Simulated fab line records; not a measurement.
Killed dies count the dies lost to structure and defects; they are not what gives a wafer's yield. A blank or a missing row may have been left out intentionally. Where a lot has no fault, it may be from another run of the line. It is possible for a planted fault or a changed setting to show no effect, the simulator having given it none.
Matching of chambers	flow nand-harc	4 sister chambers for NHARC_A_WL_FILL_STRIP_29 on rie-diel-05
The step strips in O2, time 20 s. 20 wafers are shown with their chamber, then 10 later ones without.

WAFERS PAIRED WITH THEIR CHAMBERS
wafer	chamber	drypump-motor-current-A (A)	oes-product-au (a.u.)	throttle-valve-pct (%)
L076.2	1	6.0	1.002	17.052
L076.3	0	5.5	0.994	17.044
L076.6	0	5.6	0.993	17.039
L077.2	0	5.5	0.998	17.022
L077.3	1	6.0	1.000	17.043
L077.5	0	5.5	1.001	17.032
L078.2	3	6.0	0.992	17.031
L078.3	1	6.0	0.999	17.058
L078.5	1	6.0	0.993	17.047
L080.2	2	5.3	0.990	17.025
L080.5	0	5.5	1.003	17.033
L080.6	1	6.0	1.003	17.037
L074.2	3	6.0	0.992	17.029
L074.4	0	5.5	0.990	17.028
L074.6	0	5.6	0.992	17.064
L085.2	2	5.3	0.986	17.032
L085.3	3	6.1	1.004	17.039
L085.4	3	6.0	1.012	17.032
L088.2	0	5.6	0.985	17.041
L088.5	1	6.1	1.000	17.028

SIGNATURES, as means of the wafers listed above
reading	chamber 0	chamber 1	chamber 2	chamber 3	scatter within a chamber
drypump-motor-current-A	5.537	6.017	5.300	6.025	0.0465
oes-product-au	0.99450	0.99950	0.98800	1.00000	0.00614
throttle-valve-pct	17.03787	17.04417	17.02850	17.03275	0.0106
Rule: a wafer lies at a distance from a chamber equal to the root of the sum of squares, over the readings, of (its reading less the chamber's mean, divided by the reading's scatter). If the next closest chamber is less than 2 further off than the closest, the wafer can't be placed; otherwise it belongs to the closest. The scatter is the square root of a quotient: the sum, over the shown wafers, of each reading's squared deviation from its chamber's mean, divided by wafers minus chambers.

WAFERS WITH NO CHAMBER GIVEN
wafer	drypump-motor-current-A (A)	oes-product-au (a.u.)	throttle-valve-pct (%)
L088.6	5.6	0.983	17.032
L091.2	6.0	0.999	17.035
L091.3	5.5	0.995	17.039
L091.6	5.3	0.993	17.026
L095.1	6.0	0.997	17.040
L095.2	5.5	0.985	17.040
L095.4	6.0	1.007	17.027
L096.3	5.6	0.983	17.035
L096.5	6.0	1.008	17.033
L096.6	5.3	0.984	17.028

EACH ONE'S CHAMBER
wafer	from the rows above	in truth
L088.6	0	0
L091.2	can't be placed: 3 or 1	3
L091.3	0	0
L091.6	2	2
L095.1	can't be placed: 1 or 3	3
L095.2	0	0
L095.4	can't be placed: 3 or 1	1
L096.3	0	0
L096.5	can't be placed: 3 or 1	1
L096.6	2	2
Correctly placed: 6 of 10. Unplaceable from these rows: 4, with the true chamber sitting among the candidates in 4. Wrongly placed: 0.
